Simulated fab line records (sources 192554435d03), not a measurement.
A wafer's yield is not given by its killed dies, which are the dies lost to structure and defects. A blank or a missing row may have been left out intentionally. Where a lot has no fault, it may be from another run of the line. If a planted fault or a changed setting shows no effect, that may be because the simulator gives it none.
The tool behind it: which one? / flow n5-finfet / 27 wafers from 10 lots sampled at 6 of the route's 1938 steps

WHAT THE GAUGES SHOWED, per wafer
N5_BEOL_M0_SAQP_OVL_MEAS_15.
lot=L464; measured=day 5 15:16; on=overlay-02; M0_CORE_OVL (nm)=0.2 1.3 0.5
lot=L465; measured=day 5 21:16; on=overlay-02; M0_CORE_OVL (nm)=-0.5 -0.9
lot=L467; measured=day 6 13:29; on=overlay-02; M0_CORE_OVL (nm)=0.7 1.5 1.1
lot=L470; measured=day 7 06:04; on=overlay-02; M0_CORE_OVL (nm)=-0.8 0.0 -0.8
lot=L476; measured=day 8 16:02; on=overlay-01; M0_CORE_OVL (nm)=0.0 0.1
lot=L481; measured=day 9 23:09; on=overlay-01; M0_CORE_OVL (nm)=-0.4 0.0 -0.6
lot=L482; measured=day 10 06:56; on=overlay-01; M0_CORE_OVL (nm)=-1.0 -1.3 -0.2
lot=L483; measured=day 10 09:56; on=overlay-01; M0_CORE_OVL (nm)=-0.1 0.6 0.5
lot=L484; measured=day 10 13:40; on=overlay-01; M0_CORE_OVL (nm)=-0.9 -1.1
lot=L485; measured=day 10 21:12; on=overlay-01; M0_CORE_OVL (nm)=-0.5 -1.4 -0.6

N5_BEOL_M0_SAQP_CD_MEAS_25: the cd target is 13.1 nm.
lot=L464; measured=day 5 17:55; on=cd-sem-01; cd-nm (nm)=12.95 12.87 13.34
lot=L465; measured=day 5 22:53; on=cd-sem-03; cd-nm (nm)=12.88 12.79
lot=L467; measured=day 6 15:06; on=cd-sem-01; cd-nm (nm)=12.86 12.88 12.84
lot=L470; measured=day 7 07:56; on=cd-sem-02; cd-nm (nm)=12.86 12.75 12.65
lot=L476; measured=day 8 17:55; on=cd-sem-01; cd-nm (nm)=13.37 12.57
lot=L481; measured=day 10 00:49; on=cd-sem-03; cd-nm (nm)=12.81 12.61 12.21
lot=L482; measured=day 10 08:33; on=cd-sem-03; cd-nm (nm)=12.79 12.69 13.21
lot=L483; measured=day 10 13:07; on=cd-sem-02; cd-nm (nm)=12.82 12.65 12.69
lot=L484; measured=day 10 16:04; on=cd-sem-01; cd-nm (nm)=12.88 13.37
lot=L485; measured=day 10 22:49; on=cd-sem-01; cd-nm (nm)=12.82 12.96 13.00

N5_BEOL_M4_RC_MEAS_101.
lot=L464; measured=day 7 15:59; on=prober-02; DIBL_N (mV/V)=36.3 36.8 38.4; DIBL_P (mV/V)=36.0 36.5 37.9; IOFF_N (nA/um)=0.14 0.14 0.17; IOFF_P (nA/um)=0.21 0.21 0.25; ION_N (uA/um)=683 665 676; ION_P (uA/um)=471 462 464; SS_N (mV/dec)=71.0 71.5 71.2; SS_P (mV/dec)=73.8 73.4 74.0; VT_N (mV)=254 253 250; VT_P (mV)=-254 -253 -251
lot=L465; measured=day 7 19:15; on=prober-02; DIBL_N (mV/V)=33.4 35.0; DIBL_P (mV/V)=33.4 36.1; IOFF_N (nA/um)=0.12 0.15; IOFF_P (nA/um)=0.15 0.20; ION_N (uA/um)=664 661; ION_P (uA/um)=452 453; SS_N (mV/dec)=70.8 71.6; SS_P (mV/dec)=72.9 73.3; VT_N (mV)=258 249; VT_P (mV)=-254 -251
lot=L467; measured=day 8 17:03; on=prober-02; DIBL_N (mV/V)=36.0 38.8 38.9; DIBL_P (mV/V)=35.8 39.2 39.4; IOFF_N (nA/um)=0.14 0.20 0.19; IOFF_P (nA/um)=0.22 0.28 0.28; ION_N (uA/um)=661 679 675; ION_P (uA/um)=460 467 473; SS_N (mV/dec)=72.0 71.9 72.2; SS_P (mV/dec)=73.4 74.3 74.7; VT_N (mV)=255 249 248; VT_P (mV)=-250 -244 -244
lot=L470; measured=day 9 12:53; on=prober-01; DIBL_N (mV/V)=35.2 34.9 36.1; DIBL_P (mV/V)=34.9 34.1 35.5; IOFF_N (nA/um)=0.13 0.12 0.14; IOFF_P (nA/um)=0.17 0.17 0.18; ION_N (uA/um)=663 655 669; ION_P (uA/um)=448 452 454; SS_N (mV/dec)=71.0 70.8 71.9; SS_P (mV/dec)=72.3 72.7 72.6; VT_N (mV)=254 253 255; VT_P (mV)=-255 -255 -254
lot=L476; measured=day 10 20:37; on=prober-01; DIBL_N (mV/V)=38.2 35.9; DIBL_P (mV/V)=37.3 35.5; IOFF_N (nA/um)=0.17 0.14; IOFF_P (nA/um)=0.19 0.17; ION_N (uA/um)=673 669; ION_P (uA/um)=450 451; SS_N (mV/dec)=72.4 70.9; SS_P (mV/dec)=73.8 72.5; VT_N (mV)=249 252; VT_P (mV)=-257 -256
lot=L481; measured=day 11 21:50; on=prober-01; DIBL_N (mV/V)=37.7 37.0 38.1; DIBL_P (mV/V)=38.2 36.0 37.4; IOFF_N (nA/um)=0.18 0.15 0.19; IOFF_P (nA/um)=0.22 0.20 0.23; ION_N (uA/um)=687 668 676; ION_P (uA/um)=465 461 464; SS_N (mV/dec)=71.7 72.2 72.0; SS_P (mV/dec)=73.5 73.6 73.1; VT_N (mV)=249 250 250; VT_P (mV)=-252 -255 -248
lot=L482; measured=day 12 04:56; on=prober-01; DIBL_N (mV/V)=36.5 36.2 35.5; DIBL_P (mV/V)=37.0 36.8 34.7; IOFF_N (nA/um)=0.16 0.15 0.13; IOFF_P (nA/um)=0.20 0.20 0.17; ION_N (uA/um)=669 665 661; ION_P (uA/um)=462 460 452; SS_N (mV/dec)=72.3 71.2 71.5; SS_P (mV/dec)=73.6 73.7 73.0; VT_N (mV)=251 251 256; VT_P (mV)=-249 -251 -253
lot=L483; measured=day 12 09:29; on=prober-01; DIBL_N (mV/V)=36.9 33.8 36.6; DIBL_P (mV/V)=37.1 33.7 37.1; IOFF_N (nA/um)=0.16 0.11 0.16; IOFF_P (nA/um)=0.18 0.13 0.17; ION_N (uA/um)=670 662 682; ION_P (uA/um)=454 446 459; SS_N (mV/dec)=71.6 70.9 71.5; SS_P (mV/dec)=73.1 72.7 73.2; VT_N (mV)=251 256 249; VT_P (mV)=-258 -262 -258
lot=L484; measured=day 12 17:08; on=prober-01; DIBL_N (mV/V)=36.8 38.1; DIBL_P (mV/V)=35.2 37.4; IOFF_N (nA/um)=0.15 0.17; IOFF_P (nA/um)=0.19 0.21; ION_N (uA/um)=667 689; ION_P (uA/um)=454 464; SS_N (mV/dec)=71.3 71.6; SS_P (mV/dec)=73.0 74.0; VT_N (mV)=253 246; VT_P (mV)=-254 -253
lot=L485; measured=day 13 07:39; on=prober-01; DIBL_N (mV/V)=34.2 37.2 36.9; DIBL_P (mV/V)=32.7 37.0 36.4; IOFF_N (nA/um)=0.10 0.15 0.14; IOFF_P (nA/um)=0.14 0.19 0.19; ION_N (uA/um)=656 667 666; ION_P (uA/um)=455 456 463; SS_N (mV/dec)=70.4 71.2 71.6; SS_P (mV/dec)=71.8 72.6 72.9; VT_N (mV)=257 251 252; VT_P (mV)=-254 -253 -255

TOOL THAT RAN EACH LOT (tool first, then ch and the chambers of the sampled wafers, then the start)
lot=L464; N5_BEOL_M0_SAQP_ETCH_101=rie-diel-03 ch 0,1,3, day 5 18:00; N5_BEOL_M0_SAQP_ETCH_102=rie-si-02 ch 0,1,2, day 5 18:06; N5_BEOL_M0_SAQP_SPACER2_ETCHBACK_27=rie-diel-05 ch 1,2, day 5 19:49
lot=L465; N5_BEOL_M0_SAQP_ETCH_101=rie-diel-05 ch 0,2, day 5 22:55; N5_BEOL_M0_SAQP_ETCH_102=rie-si-01 ch 0,3, day 5 23:01; N5_BEOL_M0_SAQP_SPACER2_ETCHBACK_27=rie-diel-01 ch 3, day 6 00:26
lot=L467; N5_BEOL_M0_SAQP_ETCH_101=rie-diel-05 ch 2,3, day 6 15:08; N5_BEOL_M0_SAQP_ETCH_102=rie-si-02 ch 0,2, day 6 15:15; N5_BEOL_M0_SAQP_SPACER2_ETCHBACK_27=rie-diel-03 ch 0,1,2, day 6 16:40
lot=L470; N5_BEOL_M0_SAQP_ETCH_101=rie-diel-05 ch 1,3, day 7 07:58; N5_BEOL_M0_SAQP_ETCH_102=rie-si-02 ch 0,3, day 7 08:05; N5_BEOL_M0_SAQP_SPACER2_ETCHBACK_27=rie-diel-05 ch 0,1,3, day 7 09:46
lot=L476; N5_BEOL_M0_SAQP_ETCH_101=rie-diel-03 ch 1,2, day 8 17:56; N5_BEOL_M0_SAQP_ETCH_102=rie-si-02 ch 1, day 8 18:03; N5_BEOL_M0_SAQP_SPACER2_ETCHBACK_27=rie-diel-03 ch 3, day 8 19:28
lot=L481; N5_BEOL_M0_SAQP_ETCH_101=rie-diel-03 ch 0,1,3, day 10 00:51; N5_BEOL_M0_SAQP_ETCH_102=rie-si-01 ch 0,1,2, day 10 00:58; N5_BEOL_M0_SAQP_SPACER2_ETCHBACK_27=rie-diel-03 ch 2,3, day 10 02:42
lot=L482; N5_BEOL_M0_SAQP_ETCH_101=rie-diel-01 ch 0,2, day 10 08:35; N5_BEOL_M0_SAQP_ETCH_102=rie-si-01 ch 0,1, day 10 08:42; N5_BEOL_M0_SAQP_SPACER2_ETCHBACK_27=rie-diel-01 ch 1,2, day 10 10:15
lot=L483; N5_BEOL_M0_SAQP_ETCH_101=rie-diel-01 ch 0,1, day 10 13:09; N5_BEOL_M0_SAQP_ETCH_102=rie-si-01 ch 0,2,3, day 10 13:15; N5_BEOL_M0_SAQP_SPACER2_ETCHBACK_27=rie-diel-01 ch 0,1,3, day 10 14:51
lot=L484; N5_BEOL_M0_SAQP_ETCH_101=rie-diel-05 ch 0,1, day 10 16:06; N5_BEOL_M0_SAQP_ETCH_102=rie-si-02 ch 0,1, day 10 16:12; N5_BEOL_M0_SAQP_SPACER2_ETCHBACK_27=rie-diel-01 ch 0,3, day 10 18:18
lot=L485; N5_BEOL_M0_SAQP_ETCH_101=rie-diel-01 ch 1,3, day 10 22:51; N5_BEOL_M0_SAQP_ETCH_102=rie-si-02 ch 0,1,3, day 10 22:58; N5_BEOL_M0_SAQP_SPACER2_ETCHBACK_27=rie-diel-05 ch 0,1,3, day 11 02:06
- N5_BEOL_M0_SAQP_ETCH_101: etches SiNx in CH3F/O2, target depth 29.9 nm, time 42.7 s.
- N5_BEOL_M0_SAQP_ETCH_102: etches SiO2 in CF4, target depth 4 nm, time 4.4 s.
- N5_BEOL_M0_SAQP_SPACER2_ETCHBACK_27: etches SiO2 in CHF3/O2, target depth 22.5 nm, time 11.25 s.

AS READ BY THE TOOLS THEMSELVES (means over the sampled wafers that have a number; for cases with no such wafer, the mark the record gives instead)
N5_BEOL_M0_SAQP_ETCH_101.
lot=L464; tool=rie-diel-03; drypump-motor-current-A (A)=5.8; oes-product-au (a.u.)=0.80; rf-fwd-power-W (W)=393.1; rf-vpp-V (V)=298; showerhead-plenum-p-Torr (Torr)=2.01; throttle-valve-pct (%)=16.30
lot=L465; tool=rie-diel-05; drypump-motor-current-A (A)=6.2; oes-product-au (a.u.)=0.80; rf-fwd-power-W (W)=393.4; rf-vpp-V (V)=292; showerhead-plenum-p-Torr (Torr)=1.98; throttle-valve-pct (%)=16.07
lot=L467; tool=rie-diel-05; drypump-motor-current-A (A)=6.4; oes-product-au (a.u.)=0.79; rf-fwd-power-W (W)=392.3; rf-vpp-V (V)=300; showerhead-plenum-p-Torr (Torr)=2.08; throttle-valve-pct (%)=15.94
lot=L470; tool=rie-diel-05; drypump-motor-current-A (A)=6.0; oes-product-au (a.u.)=0.77; rf-fwd-power-W (W)=394.2; rf-vpp-V (V)=298; showerhead-plenum-p-Torr (Torr)=2.09; throttle-valve-pct (%)=16.07
lot=L476; tool=rie-diel-03; drypump-motor-current-A (A)=5.6; oes-product-au (a.u.)=0.81; rf-fwd-power-W (W)=391.8; rf-vpp-V (V)=296; showerhead-plenum-p-Torr (Torr)=1.93; throttle-valve-pct (%)=16.24
lot=L481; tool=rie-diel-03; drypump-motor-current-A (A)=5.8; oes-product-au (a.u.)=0.77; rf-fwd-power-W (W)=391.5; rf-vpp-V (V)=298; showerhead-plenum-p-Torr (Torr)=2.00; throttle-valve-pct (%)=16.36
lot=L482; tool=rie-diel-01; drypump-motor-current-A (A)=5.0; oes-product-au (a.u.)=0.73; rf-fwd-power-W (W)=392.4; rf-vpp-V (V)=295; showerhead-plenum-p-Torr (Torr)=1.98; throttle-valve-pct (%)=16.67
lot=L483; tool=rie-diel-01; drypump-motor-current-A (A)=5.2; oes-product-au (a.u.)=0.85; rf-fwd-power-W (W)=392.7; rf-vpp-V (V)=293; showerhead-plenum-p-Torr (Torr)=2.02; throttle-valve-pct (%)=16.35
lot=L484; tool=rie-diel-05; drypump-motor-current-A (A)=5.8; oes-product-au (a.u.)=0.78; rf-fwd-power-W (W)=392.4; rf-vpp-V (V)=290; showerhead-plenum-p-Torr (Torr)=1.97; throttle-valve-pct (%)=16.20
lot=L485; tool=rie-diel-01; drypump-motor-current-A (A)=5.5; oes-product-au (a.u.)=0.74; rf-fwd-power-W (W)=392.5; rf-vpp-V (V)=294; showerhead-plenum-p-Torr (Torr)=1.94; throttle-valve-pct (%)=16.42

N5_BEOL_M0_SAQP_ETCH_102.
lot=L464; tool=rie-si-02; drypump-motor-current-A (A)=5.6; oes-product-au (a.u.)=0.993; rf-fwd-power-W (W)=793; throttle-valve-pct (%)=21.7
lot=L465; tool=rie-si-01; drypump-motor-current-A (A)=5.8; oes-product-au (a.u.)=0.988; rf-fwd-power-W (W)=791; throttle-valve-pct (%)=21.6
lot=L467; tool=rie-si-02; drypump-motor-current-A (A)=5.4; oes-product-au (a.u.)=0.990; rf-fwd-power-W (W)=795; throttle-valve-pct (%)=21.5
lot=L470; tool=rie-si-02; drypump-motor-current-A (A)=5.1; oes-product-au (a.u.)=0.930; rf-fwd-power-W (W)=794; throttle-valve-pct (%)=21.6
lot=L476; tool=rie-si-02; drypump-motor-current-A (A)=5.5; oes-product-au (a.u.)=1.020; rf-fwd-power-W (W)=790; throttle-valve-pct (%)=22.0
lot=L481; tool=rie-si-01; drypump-motor-current-A (A)=5.7; oes-product-au (a.u.)=0.999; rf-fwd-power-W (W)=786; throttle-valve-pct (%)=21.5
lot=L482; tool=rie-si-01; drypump-motor-current-A (A)=6.1; oes-product-au (a.u.)=1.014; rf-fwd-power-W (W)=787; throttle-valve-pct (%)=21.4
lot=L483; tool=rie-si-01; drypump-motor-current-A (A)=5.8; oes-product-au (a.u.)=0.995; rf-fwd-power-W (W)=790; throttle-valve-pct (%)=21.6
lot=L484; tool=rie-si-02; drypump-motor-current-A (A)=5.2; oes-product-au (a.u.)=1.011; rf-fwd-power-W (W)=794; throttle-valve-pct (%)=21.6
lot=L485; tool=rie-si-02; drypump-motor-current-A (A)=5.3; oes-product-au (a.u.)=0.992; rf-fwd-power-W (W)=789; throttle-valve-pct (%)=21.9

N5_BEOL_M0_SAQP_SPACER2_ETCHBACK_27.
lot=L464; tool=rie-diel-05; drypump-motor-current-A (A)=6.3; oes-product-au (a.u.)=0.85; rf-fwd-power-W (W)=644.3; rf-vpp-V (V)=523; showerhead-plenum-p-Torr (Torr)=2.53; throttle-valve-pct (%)=18.50
lot=L465; tool=rie-diel-01; drypump-motor-current-A (A)=5.3; oes-product-au (a.u.)=0.71; rf-fwd-power-W (W)=648.2; rf-vpp-V (V)=513; showerhead-plenum-p-Torr (Torr)=2.31; throttle-valve-pct (%)=18.88
lot=L467; tool=rie-diel-03; drypump-motor-current-A (A)=5.7; oes-product-au (a.u.)=0.81; rf-fwd-power-W (W)=644.9; rf-vpp-V (V)=527; showerhead-plenum-p-Torr (Torr)=2.36; throttle-valve-pct (%)=18.84
lot=L470; tool=rie-diel-05; drypump-motor-current-A (A)=5.8; oes-product-au (a.u.)=0.78; rf-fwd-power-W (W)=646.8; rf-vpp-V (V)=520; showerhead-plenum-p-Torr (Torr)=2.42; throttle-valve-pct (%)=18.70
lot=L476; tool=rie-diel-03; drypump-motor-current-A (A)=5.4; oes-product-au (a.u.)=0.70; rf-fwd-power-W (W)=643.9; rf-vpp-V (V)=508; showerhead-plenum-p-Torr (Torr)=2.47; throttle-valve-pct (%)=18.90
lot=L481; tool=rie-diel-03; drypump-motor-current-A (A)=5.3; oes-product-au (a.u.)=0.71; rf-fwd-power-W (W)=646.4; rf-vpp-V (V)=512; showerhead-plenum-p-Torr (Torr)=2.42; throttle-valve-pct (%)=18.91
lot=L482; tool=rie-diel-01; drypump-motor-current-A (A)=5.3; oes-product-au (a.u.)=0.73; rf-fwd-power-W (W)=646.1; rf-vpp-V (V)=529; showerhead-plenum-p-Torr (Torr)=2.39; throttle-valve-pct (%)=19.23
lot=L483; tool=rie-diel-01; drypump-motor-current-A (A)=5.3; oes-product-au (a.u.)=0.79; rf-fwd-power-W (W)=645.1; rf-vpp-V (V)=517; showerhead-plenum-p-Torr (Torr)=2.39; throttle-valve-pct (%)=18.93
lot=L484; tool=rie-diel-01; drypump-motor-current-A (A)=5.1; oes-product-au (a.u.)=0.77; rf-fwd-power-W (W)=640.1; rf-vpp-V (V)=510; showerhead-plenum-p-Torr (Torr)=2.36; throttle-valve-pct (%)=18.93
lot=L485; tool=rie-diel-05; drypump-motor-current-A (A)=5.8; oes-product-au (a.u.)=0.75; rf-fwd-power-W (W)=646.0; rf-vpp-V (V)=520; showerhead-plenum-p-Torr (Torr)=2.41; throttle-valve-pct (%)=18.74

THE ANSWER, worked out from the rows above alone
Rule: the lots themselves supply what counts as usual. The widest of any qualifying gaps counts: lots, ordered by their means at a reading, are off when they make up no more than a third of the lots, leave a main group of 4 or more, and stand apart from it by 3 or more times the standard deviation of that group's means. A main group whose means are all the same, to the digits that the tables above print for the reading, isn't used. A lot without any number at a reading at which 4 lots or more have one is off too. Where the step has rows for the other lots, those lots are counted as sound. The gauges are gone through in route order, then the tools' own readings, and for those a lot's mean is taken as printed above. At the first step where some lot is off, the reading lying furthest off is the one used; lots without a number count as furthest.
Off, at N5_BEOL_M0_SAQP_ETCH_102 on oes-product-au: L470. Mean 1.000 a.u. and standard deviation 0.011 in the main group.
A tool fits if, at that step or a process step before it, it ran every lot that is off, and no sound lot after the first of them. Not one of the candidates tried fits.

WHAT THE SIMULATOR HAD INSERTED
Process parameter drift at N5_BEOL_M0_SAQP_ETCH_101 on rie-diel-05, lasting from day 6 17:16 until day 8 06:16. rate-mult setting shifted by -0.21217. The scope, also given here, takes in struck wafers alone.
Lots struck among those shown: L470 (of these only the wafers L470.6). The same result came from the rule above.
